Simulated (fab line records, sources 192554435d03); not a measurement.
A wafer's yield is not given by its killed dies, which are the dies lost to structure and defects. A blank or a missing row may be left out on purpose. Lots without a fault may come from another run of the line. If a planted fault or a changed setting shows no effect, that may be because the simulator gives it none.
A struck lot beside a sound one | flow n5 finfet | 15 steps out of a route of 1938
Sound: these wafers, L619.1, L619.2, L619.6. Struck: wafer L625.5 (left out: L625.2, a lot-mate that was not struck); the cause follows at the end.
Per side, at each step with rows, come the tool, then ch with its chambers, and then its first start. Under that, the readings that differ: sound wafers | struck wafers | difference of the means | sigmas: that difference in standard deviations of wafers without a fault.
alike: same words and numbers on both sides, and readings whose means sit less than 2 such deviations apart. not compared: any withheld reading, any reading some wafer has no value for, any bound like >300 that may hide the same value, and any number with overlapping values for which the record gives no deviation.
The two part at a step that has a row with sigmas, a row that says differs or no value, or rows on one side only. Non-overlapping numbers with no deviation appear without sigmas and do not part them. A reading missing from all wafers of one side parts the sides only when that side holds two or more wafers.

N5_GATE_CUT_OVL_MEAS_14:
  sound on overlay-01 ch 0, day 6 22:16; struck on overlay-02 ch 0, day 8 07:45
  alike: GATE_CUT_OVL
N5_GATE_CUT_INSPECT_15: inspects for defects (brightfield).
  sound on defect inspect-02, day 6 22:20; struck on defect inspect-01, day 8 07:49
  alike: raw defect count
N5_GATE_CUT_DESCUM_18: chemistry O2, time 7 s.
  sound on rie diel-01 ch 1,2,3, day 6 22:22; struck on rie diel-02 ch 0, day 8 07:56
  alike: drypump motor current A, oes product au, rf vpp V, showerhead plenum p Torr, throttle valve pct
  not compared: rf hours counter h
then, 6 steps without rows for these wafers: N5_GATE_CUT_ETCH_28 (etches underlayer in N2/H2, target depth 13 nm, time 10.4 s); N5_GATE_CUT_ETCH_36 (etches SiARC in CF4, target depth 13 nm, time 21.7 s); N5_GATE_CUT_ETCH_37 (etches SOC in N2/H2, target depth 60 nm, overetch 12 nm, time 90 s); N5_GATE_CUT_STRIP_38 (strips in N2/H2); N5_GATE_CUT_STRIP_39 (strips in N2/H2); N5_GATE_CUT_HM_OPEN_40 (chemistry C4F6/O2, target SiO2, target depth 139 nm, time 85.1 s).
N5_GATE_CUT_STRIP_41: strips in CF4.
  sound on rie diel-01 ch 1,2,3, day 6 22:35; struck on rie diel-02 ch 0, day 8 08:10
  alike: drypump motor current A, oes product au, rf vpp V, showerhead plenum p Torr, throttle valve pct
  not compared: rf hours counter h
N5_GATE_CUT_STRIP_42: strips in O2.
  sound on rie diel-01 ch 1,2,3, day 6 22:37; struck on rie diel-02 ch 0, day 8 08:11
  alike: drypump motor current A, oes product au, rf vpp V, showerhead plenum p Torr, throttle valve pct
  not compared: rf hours counter h
N5_GATE_CUT_ETCH_19: etches SiNx in CH3F/O2, target depth 53.7 nm, time 76.7 s.
  sound on rie diel-01 ch 1,2,3, day 6 22:39; struck on rie diel-02 ch 0, day 8 08:13
  reading                | sound             | struck | difference | sigmas
  throttle valve pct (%) | 16.05 16.05 16.09 | 16.47  | +0.41      | +2
  alike: drypump motor current A, etch rf on time s, oes product au, rf vpp V, showerhead plenum p Torr
  not compared: rf hours counter h
N5_GATE_CUT_CUT_ETCH_53: etches W in SF6/Cl2, target depth 79.2 nm.
  sound on rie metal-02 ch 1, day 6 22:46; struck on rie metal-03 ch 0, day 8 08:20
  reading               | sound          | struck | difference | sigmas
  etch rf on time s (s) | 26.3 26.8 26.2 | 30.3   | +3.9       | +11
  alike: SF6_flow_sccm, drypump motor current A, mfc cl2 sccm, oes product au, throttle valve pct
  not compared: rf hours counter h
N5_GATE_CUT_CUT_ETCH_54: etches TiN in Cl2/BCl3, target depth 96.7 nm.
  sound on rie metal-02 ch 1, day 6 22:53; struck on rie metal-03 ch 0, day 8 08:23
  reading             | sound             | struck | difference | sigmas
  mfc cl2 sccm (sccm) | 53.29 53.50 53.12 | 53.81  | +0.51      | +3
  alike: drypump motor current A, etch rf on time s, oes product au, throttle valve pct
  not compared: rf hours counter h
next, for these wafers, 1 step has no rows: N5_PASSIVATION_PROBE_49.

WHERE THEY PART
Earliest at N5_GATE_CUT_ETCH_19; latest, in this record, at N5_GATE_CUT_CUT_ETCH_54.

WHY: whatever the simulator had introduced
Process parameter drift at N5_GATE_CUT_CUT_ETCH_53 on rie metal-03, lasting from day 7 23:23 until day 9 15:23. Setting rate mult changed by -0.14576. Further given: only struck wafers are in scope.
